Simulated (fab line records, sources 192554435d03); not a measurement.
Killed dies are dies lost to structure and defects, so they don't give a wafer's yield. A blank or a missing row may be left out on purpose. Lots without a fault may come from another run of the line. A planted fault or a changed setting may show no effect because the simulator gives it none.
fab line records | flow n5_finfet
record lots=11 wafers=33 last_day=17
route steps=1938 shown MOL_CONTACT_COAG@610 PASS1_CAP@1874 PASSIVATION@1916
lots that met no fault: from a run of the same line without faults
start_h: hours from the record's first day to the start of the lot's first wafer shown | wait_h: hours since the lot's step before | " the same as in the row above | L1.1+2: a row that stands for several wafers | - no value, or no start given | * or withheld: withheld | < > ~ a bound
route shown NAME@n: a module of which the file shows steps, and the number in the route of the first | usual: mean/standard deviation of fault-free wafers | same: alike in all rows | chamber/n: place in a boat | sites: the reading at each site | _std_site: their standard deviation | _edge_site: outer sites' mean less inner sites' | radius_mm: how far each site lies from the wafer's centre | mask NAME#n: copy n | behind: the tool/chamber that last shaped the wafer | hold: why the lot was held/for how many hours/how that ended | device: the transistor (n, p or np) that didn't switch | end of line: the same wafers' tests at the end of the route | a step without rows: its recipe alone | killed: dies lost to structure and defects at the first sort, not the wafer's yield | map: a wafer's dies, x killed, . not, _ none there
set.NAME: the setting as run; set.NAME@STEP: as run at that earlier step | model.NAME: the simulator's own value behind a step, which no gauge read
steps of the route over a sample of lots; a table a step, a row a wafer
services: from which hour (start_h, from the record's first day; less than 0 if before it) a tool's chamber was out of use, for how many hours, and why
## steps
# step N5_MOL_CONTACT_COAG_ETCH_67
# recipe chemistry=N2/H2 target=SOC target_depth_a=600 overetch_a=210 mask_material=SiARC temp_c=40 time_s=101.2 ion_energy_ev=200 pressure_mtorr=30 source_w=840 bias_w=150 n2_flow_sccm=200 h2_flow_sccm=200
# usual chamber_pressure_mTorr=30.001/0.029 drypump_motor_current_A=5.8/0.46 oes_product_au=0.67/0.07 rf_vpp_V=523.8/2.4 showerhead_plenum_p_Torr=2.54/0.082 throttle_valve_pct=17.8/0.3
# columns lot.wafer tool chamber start_h wait_h chamber_pressure_mTorr drypump_motor_current_A oes_product_au rf_hours_counter_h rf_vpp_V showerhead_plenum_p_Torr throttle_valve_pct
L100.2 rie_diel-03 2 99.85 0.0 29.984 5.9 0.77 8 520.6 2.49 17.6
L100.4 " 3 " " 29.948 5.6 0.71 71 528.0 2.69 17.9
L100.5 " 0 " " 30.025 5.5 0.58 - 520.8 2.41 17.8
L101.1 rie_diel-01 2 110.97 0.0 30.042 5.8 0.60 200 522.9 2.54 18.4
L101.3 " 3 " " 29.993 5.2 0.74 26 523.5 2.49 17.7
L101.6 " 0 " " 30.055 5.1 0.71 - 521.8 2.48 17.4
L102.1 rie_diel-03 1 113.06 0.0 29.978 6.8 0.80 6 522.7 2.49 17.5
L102.2 " 0 " " 30.015 5.5 0.58 230 519.3 2.41 17.8
L102.3 " 3 " " 29.995 5.7 0.71 76 528.8 2.69 17.9
L103.2 rie_diel-05 3 118.35 0.0 30.024 5.6 0.62 168 522.6 2.54 17.9
L103.3 " 1 " " 29.987 5.5 0.63 174 523.3 2.52 18.1
L103.6 " 3 " " 29.947 5.6 0.62 - 522.0 2.54 17.9
L104.2 rie_diel-03 0 125.30 0.0 30.012 5.5 0.58 234 519.8 2.40 17.8
L104.3 " 3 " " 29.987 5.6 0.70 80 527.0 2.69 17.9
L104.5 " 2 " " 29.992 5.9 0.75 - 524.5 2.48 17.6
L107.2 rie_diel-05 3 141.28 0.0 29.977 5.6 0.61 179 523.5 2.53 17.9
L107.3 " 1 " " 30.018 5.5 0.63 184 524.8 2.52 18.2
L107.4 " 2 " " 30.023 6.2 0.59 211 527.2 2.64 18.1
L111.4 rie_diel-03 1 169.93 0.0 29.999 6.7 0.77 - 521.7 2.48 17.6
L111.5 " 2 " " 30.034 5.9 0.74 - 521.4 2.48 17.6
L111.6 " 3 " " 30.023 5.6 0.69 - 526.7 2.69 17.9
L117.1 rie_diel-05 1 206.14 0.0 30.000 5.5 0.61 207 523.8 2.51 18.2
L117.3 " 0 " " 29.974 5.6 0.68 75 527.0 2.67 17.4
L117.5 " 2 " " 29.992 6.2 0.57 - 525.9 2.63 18.1
L120.1 rie_diel-01 0 223.70 0.0 29.987 5.1 0.66 87 520.6 2.46 17.5
L120.5 " 1 " " 30.000 5.6 0.73 - 525.9 2.58 17.5
L120.6 " 2 " " 29.966 5.8 0.58 - 523.0 2.52 18.5
L121.2 rie_diel-01 1 232.36 0.0 30.022 5.6 0.72 50 525.3 2.58 17.5
L121.3 " 3 " " 30.000 5.2 0.68 70 521.0 2.47 17.8
L121.5 " 2 " " 30.046 5.8 0.58 - 523.4 2.52 18.5
L123.2 rie_diel-05 3 237.35 0.0 30.028 5.6 0.60 212 524.0 2.52 18.0
L123.3 " 0 " " 30.023 5.5 0.67 85 526.8 2.67 17.4
L123.6 " 2 " " 29.992 6.2 0.57 - 525.7 2.62 18.2
# step N5_PASSIVATION_PECVD_01
# recipe material=SiNx target_thk_a=2000 temp_c=400 precursor=SiH4/NH3/N2 pressure_torr=4.9 rf_w=1406 time_s=43.2
# usual heater_power_outer_w=175/61 heater_power_w=398/73 showerhead_plenum_p_Torr=8.68/0.049 throttle_valve_pct=28.7/1.1
# columns lot.wafer tool chamber start_h wait_h heater_power_outer_w heater_power_w showerhead_plenum_p_Torr throttle_valve_pct
L101.1 pecvd-04 2 270.07 0.0 247 466 8.56 27.8
L101.3 " 0 " " 231 469 8.72 29.3
L101.6 " 0 " " 230 483 8.71 29.2
L100.2 pecvd-02 2 274.14 0.0 175 381 8.68 28.3
L100.4 " 0 " " 170 397 8.73 31.3
L100.5 " 1 " " 50 271 8.61 28.7
L103.2 pecvd-04 0 274.75 0.0 223 472 8.72 29.4
L103.3 " 1 " " 228 413 8.73 29.4
L103.6 " 2 " " 240 454 8.59 27.9
L104.2 pecvd-03 1 280.18 0.0 243 486 8.66 28.1
L104.3 " 2 " " 130 379 8.70 26.9
L104.5 " 0 " " 195 393 8.68 28.2
L102.1 pecvd-03 0 290.58 0.0 220 437 8.67 28.3
L102.2 " 2 " " 69 307 8.71 26.9
L102.3 " 1 " " 163 380 8.67 28.2
L107.2 pecvd-03 1 299.20 0.0 208 454 8.65 28.3
L107.3 " 2 " " 178 455 8.69 27.0
L107.4 " 1 " " 211 468 8.66 28.1
L111.4 pecvd-04 2 332.20 0.0 211 428 8.59 28.2
L111.5 " 1 " " 212 409 8.74 29.8
L111.6 " 0 " " 132 346 8.73 29.1
L117.1 pecvd-02 1 359.19 0.0 83 309 8.62 28.8
L117.3 " 2 " " 180 384 8.68 28.5
L117.5 " 1 " " 85 318 8.64 28.7
L121.2 pecvd-02 2 385.31 0.0 168 383 8.66 28.7
L121.3 " 0 " " 193 429 8.71 31.3
L121.5 " 2 " " 178 394 8.67 28.9
L120.1 pecvd-03 1 386.35 0.0 212 440 8.67 28.3
L120.5 " 1 " " 222 457 8.65 28.0
L120.6 " 0 " " 190 389 8.67 28.2
L123.2 pecvd-04 0 394.31 0.0 215 452 8.74 29.1
L123.3 " 0 " " 218 469 8.75 29.0
L123.6 " 2 " " 299 550 8.58 28.3
# step N5_PASSIVATION_PECVD_35
# recipe material=SiNx target_thk_a=7000 temp_c=400 precursor=SiH4/NH3/N2 pressure_torr=4.9 rf_w=1406 time_s=151.3
# usual heater_power_outer_w=146/64 heater_power_w=358/83 showerhead_plenum_p_Torr=8.62/0.075 throttle_valve_pct=29.4/1.7
# columns lot.wafer tool chamber start_h wait_h heater_power_outer_w heater_power_w showerhead_plenum_p_Torr throttle_valve_pct
L101.1 pecvd-01 2 274.10 0.1 149 348 8.58 28.4
L101.3 " 0 " " 233 450 8.62 28.3
L101.6 " 2 " " 164 370 8.57 28.9
L100.2 pecvd-03 1 279.68 0.1 215 451 8.66 28.4
L100.4 " 2 " " 63 289 8.67 26.8
L100.5 " 0 " " 110 284 8.66 28.1
L103.2 pecvd-02 0 279.86 0.1 214 462 8.73 31.5
L103.3 " 1 " " 57 276 8.62 28.8
L103.6 " 0 " " 236 488 8.71 31.6
L104.2 pecvd-03 2 284.24 0.1 131 389 8.69 27.0
L104.3 " 1 " " 173 403 8.68 28.3
L104.5 " 0 " " 211 422 8.69 28.5
L102.1 pecvd-02 0 296.62 0.1 241 491 8.70 31.5
L102.2 " 2 " " 165 369 8.67 28.2
L102.3 " 2 " " 182 400 8.66 28.4
L107.2 pecvd-01 1 303.92 0.1 54 217 8.47 32.5
L107.3 " 0 " " 273 499 8.60 28.5
L107.4 " 0 " " 283 528 8.62 28.4
L111.4 pecvd-03 2 337.85 0.1 137 404 8.69 27.0
L111.5 " 1 " " 189 425 8.67 28.2
L111.6 " 0 " " 177 368 8.68 28.4
L117.1 pecvd-01 0 364.20 0.1 206 418 8.64 28.6
L117.3 " 2 " " 139 343 8.58 28.8
L117.5 " 2 " " 152 355 8.58 28.9
L121.2 pecvd-02 1 388.71 0.1 15 226 8.61 28.7
L121.3 " 2 " " 100 280 8.67 28.5
L121.5 " 1 " " 45 259 8.61 28.8
L120.1 pecvd-01 1 393.52 0.1 142 330 8.47 32.0
L120.5 " 0 " " 212 450 8.59 28.6
L120.6 " 2 " " 109 307 8.58 28.8
L123.2 pecvd-03 2 399.06 0.1 162 422 8.71 27.2
L123.3 " 1 " " 207 437 8.68 28.2
L123.6 " 0 " " 109 280 8.67 28.1
# step N5_PASSIVATION_CD_MEAS_44
# recipe target_cd_nm=40000 landing_energy_ev=500 detector=se_inlens
# usual cd_nm=40000/4.7
# columns lot.wafer tool chamber start_h wait_h cd_nm
L101.1 cd_sem-03 0 274.53 - 40000
L101.3 " 0 " " 40002
L101.6 " 0 " " 40000
L100.2 cd_sem-03 0 280.24 - 39998
L100.4 " 0 " " 39996
L100.5 " 0 " " 39999
L103.2 cd_sem-01 0 280.30 - 40002
L103.3 " 0 " " 40008
L103.6 " 0 " " 40001
L104.2 cd_sem-03 0 284.80 - 40002
L104.3 " 0 " " 39988
L104.5 " 0 " " 39989
L102.1 cd_sem-02 0 297.11 - 40002
L102.2 " 0 " " 40001
L102.3 " 0 " " 40006
L107.2 cd_sem-03 0 304.36 - 40002
L107.3 " 0 " " 39997
L107.4 " 0 " " 40001
L111.4 cd_sem-01 0 338.23 - 40001
L111.5 " 0 " " 40008
L111.6 " 0 " " 39993
L117.1 cd_sem-02 0 364.63 - 39999
L117.3 " 0 " " 39994
L117.5 " 0 " " 39998
L121.2 cd_sem-01 0 389.15 - 40007
L121.3 " 0 " " 40010
L121.5 " 0 " " 40003
L120.1 cd_sem-02 0 394.07 - 39995
L120.5 " 0 " " 40007
L120.6 " 0 " " 39995
L123.2 cd_sem-02 0 399.49 - 39988
L123.3 " 0 " " 39995
L123.6 " 0 " " 39995
# step N5_PASSIVATION_PROBE_49
# usual killed_at_M0_to_M3=32/9.7 killed_at_M4_up=14/5.3 killed_at_contacts=11/6 killed_at_front_end=39/14 killed_at_other=3.3/2.7 killed_dies=100/17 killed_open=66/13 killed_short=32/7.4
# same gross_dies=1180 killed_at_back_side=0
# columns lot.wafer tool chamber start_h wait_h killed_at_M0_to_M3 killed_at_M4_up killed_at_contacts killed_at_front_end killed_at_other killed_dies killed_open killed_short
L111.4 prober-01 - 341.66 0.2 31 8 12 30 2 83 57 24
L111.5 prober-01 - 341.71 0.2 34 15 10 38 5 102 65 37
L111.6 prober-01 - 341.76 0.3 36 14 30 31 3 114 60 35
# killed by level:class
L111.4 MOL_CONTACT_COAG:geometric_particle:open=11 BEOL_M3:geometric_particle:open=9 STI_FIN_REVEAL:geometric_particle:open=6 FIN_SAQP:geometric_particle:short=5 BEOL_M0_SAQP:geometric_particle:short=5 BEOL_M0:geometric_particle:open=4 FIN_SAQP:geometric_particle:open=3 GATE_CUT:geometric_particle:short=3
L111.5 FIN_SAQP:geometric_particle:short=10 MOL_CONTACT_COAG:geometric_particle:open=10 BEOL_M4:geometric_particle:open=8 STI_FIN_REVEAL:geometric_particle:open=7 FIN_SAQP:geometric_particle:open=6 BEOL_M2:geometric_particle:open=6 BEOL_M3:geometric_particle:open=6 GATE_CUT:geometric_particle:short=5
L111.6 MOL_CONTACT_COAG:area_etch=16 FIN_SAQP:geometric_particle:open=11 MOL_CONTACT_COAG:geometric_particle:open=11 BEOL_M0_SAQP:geometric_particle:short=9 BEOL_M2:geometric_particle:open=7 BEOL_M4:geometric_particle:open=7 FIN_SAQP:geometric_particle:short=6 BEOL_M1:geometric_particle:open=5
## services
# columns tool chamber start_h hours kind
rie_diel-05 0 77.23 7.1 repair
pecvd-03 - 85.19 1.1 repair
pecvd-01 - 99.28 2.8 pm
pecvd-03 2 113.81 7.7 repair
rie_diel-05 0 122.16 10.0 repair
rie_diel-03 - 128.90 15.6 pm
pecvd-01 2 135.18 6.6 repair
pecvd-04 - 150.90 5.4 repair
rie_diel-03 0 168.28 7.7 repair
rie_diel-05 1 213.01 3.8 repair
pecvd-03 2 214.79 5.7 repair
rie_diel-05 2 241.53 4.6 repair
pecvd-02 - 245.16 1.7 repair
rie_diel-03 0 277.30 4.8 repair
pecvd-03 - 291.16 6.0 pm
rie_diel-05 2 294.72 3.8 repair
pecvd-04 - 298.18 0.4 repair
rie_diel-05 0 303.23 6.3 repair
pecvd-04 - 310.59 0.5 repair
pecvd-04 - 318.37 0.7 repair
pecvd-04 - 330.29 1.7 repair
pecvd-02 - 334.10 1.0 repair
pecvd-03 - 383.88 1.2 repair
pecvd-02 - 393.09 2.1 repair
## key
first_sign step=N5_PASSIVATION_PROBE_49 reading=killed_at_contacts direction=up sigmas=3.1 usual=11 struck=30
effect none on later readings
met_at N5_MOL_CONTACT_COAG_ETCH_67
struck_lots L111
struck_wafers L111.6
tester_left_out L111
not_acting_at N5_PASSIVATION_PECVD_01,N5_PASSIVATION_PECVD_35,N5_PASSIVATION_CD_MEAS_44
onset_between 125.30 169.93
fault kind=process_parameter_drift tool=rie_diel-03 chamber=- onset_h=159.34 steps=N5_MOL_CONTACT_COAG_ETCH_67 channel=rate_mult offset=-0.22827 shape=step end_h=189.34 scope=struck_wafers_only
# tester_left_out: of these lots the tester's yield and bins aren't shown, on N5 and GAA mostly nor the transistor test; their killed dies are dies lost to structure and defects alone, not to doping, threshold or leakage, so they don't give the yield
